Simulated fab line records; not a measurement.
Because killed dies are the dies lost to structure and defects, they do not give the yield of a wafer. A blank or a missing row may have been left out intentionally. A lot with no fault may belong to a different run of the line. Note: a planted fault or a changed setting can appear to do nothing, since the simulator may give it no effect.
Struck lot and sound lot, side by side | flow n5_finfet | 15 out of 1938 route steps
Sound: these wafers, L785.1, L785.3, L785.6. Struck: wafer L788.3. (L788.5, L788.6 of the same lot were not struck and are left out.) The cause comes at the end.
Per side, at each step with rows, come the tool, then ch with its chambers, and then its first start. Under that, the readings that differ: sound wafers | struck wafers | difference of the means | sigmas: that difference in standard deviations of wafers without a fault.
alike: readings with means less than 2 such deviations apart, plus words and numbers identical on both sides. not compared: withheld readings, readings lacking a value on some wafer, bounds such as >300 that could conceal the same value, and numbers that have no deviation in the record and whose values overlap.
A row with sigmas, a row that says differs or no value, or rows on one side alone: a step with any of these is where the two part. Non-overlapping numbers with no deviation appear without sigmas and do not part them. Lack of a reading on every wafer of one side parts them only where that side has two or more wafers.

first, 1 step without rows for these wafers: N5_SDB_STRIP_19 (strips in N2/H2).
N5_SDB_STRIP_21: strips in CF4.
  sound on rie_diel-05 ch 1,2,3, day 5 17:31; struck on rie_diel-04 ch 2, day 6 12:43
  reading               | sound          | struck | difference | sigmas
  oes_product_au (a.u.) | 0.70 0.78 0.71 | 0.90   | +0.17      | +3
  alike: drypump_motor_current_A, rf_vpp_V, showerhead_plenum_p_Torr, throttle_valve_pct
  not compared: rf_hours_counter_h
N5_SDB_HM_OPEN_20: chemistry CH3F/O2, target SiNx, stops on poly-Si, target depth 24 nm.
  sound on rie_diel-05 ch 1,2,3, day 5 17:32; struck on rie_diel-04 ch 2, day 6 12:44
  reading               | sound          | struck | difference | sigmas
  oes_o_777_au (a.u.)   | 0.71 0.82 0.71 | 0.91   | +0.16      | +3
  oes_product_au (a.u.) | 0.57 0.65 0.60 | 0.74   | +0.13      | +3
  alike: O2_flow_sccm, drypump_motor_current_A, rf_vpp_V, showerhead_plenum_p_Torr, throttle_valve_pct
  not compared: rf_hours_counter_h
N5_SDB_STRIP_22: strips in N2/H2.
  sound on plasma_asher-02 ch 0,1, day 5 17:37; struck on plasma_asher-02 ch 0, day 6 12:52
  reading                      | sound          | struck | difference | sigmas
  strip_time_to_endpoint_s (s) | 96.6 96.5 96.8 | 95.6   | -1.0       | -2
  alike: drypump_motor_current_A, heater_power_w, oes_product_au
  not compared: rf_hours_counter_h
then, 3 steps without rows for these wafers: N5_SDB_PRECLEAN_23 (cleans in dHF, time 30 s); N5_SDB_DUMMY_REMOVE_24 (chemistry TMAH, target poly-Si, stops on SiO2, target depth 142 nm, time 57 s, rinse time 30 s); N5_SDB_ETCH_25 (etches SiO2 in C4F6/O2, target depth 10 nm, time 3.3 s).
N5_SDB_CUT_ETCH_26: etches Si in HBr/Cl2/O2, target depth 129.6 nm, bt time 20 s, time 51.8 s.
  sound on rie_si-02 ch 1,2,3, day 5 17:55; struck on rie_si-01 ch 1, day 6 13:07
  reading                     | sound             | struck | difference | sigmas
  drypump_motor_current_A (A) | 5.8 6.5 5.7       | 5.1    | -0.9       | -2
  mfc_cl2_sccm (sccm)         | 80.05 80.59 80.29 | 79.55  | -0.76      | -3
  alike: O2_flow_sccm, oes_o_777_au, oes_product_au, throttle_valve_pct
  not compared: rf_hours_counter_h
then, 3 steps without rows for these wafers: N5_SDB_PRECLEAN_38 (cleans in dHF, time 10 s); N5_SDB_PRECLEAN_39 (cleans in O3/DIW, time 45 s); N5_SDB_SRD_28 (time 30 s).
N5_SDB_ALD_29: deposits SiNx, target thk 30 nm, pulse time 1 s, ald cycles 600.
  sound on ald_sin-01 ch 1,2,3, day 5 18:06; struck on ald_sin-04 ch 3, day 6 13:19
  reading            | sound       | struck | difference | sigmas
  heater_power_w (W) | 763 715 793 | 1029   | +272       | +3
  alike: precursor_pulse_height_rel
N5_SDB_CMP_30: polishes, stops on poly-Si, t overpolish 1.54 s, target thk 30 nm.
  sound on cmp-01 ch 0,1,3, day 5 20:52; struck on cmp-01 ch 0, day 6 16:07
  reading                 | sound             | struck | difference | sigmas
  head_pressure_psi (psi) | 4.150 4.153 4.153 | 2.520  | -1.632     | -99 or more
  time_to_endpoint_s (s)  | 13 20 14          | 26     | +10        | +3
  alike: motor_current_A, overpolish_run_s
N5_SDB_THK_MEAS_31:
  sound on film_metro-01, day 5 21:08; struck on film_metro-01, day 6 16:20
  alike: SDB_THK
-- the record jumps here: 11 days lie between the struck wafers' starts before and after (it left off in module SDB and takes up again in module PASSIVATION, whose first step shown is number 1936 of the route) --
N5_PASSIVATION_PROBE_49:
  record: rows for the struck wafers here (prober-01, day 17 04:47), none for the sound ones

## WHERE THEY PART
First at N5_SDB_STRIP_21; last, within this record, at N5_PASSIVATION_PROBE_49.

WHY: what had been put in by the simulator
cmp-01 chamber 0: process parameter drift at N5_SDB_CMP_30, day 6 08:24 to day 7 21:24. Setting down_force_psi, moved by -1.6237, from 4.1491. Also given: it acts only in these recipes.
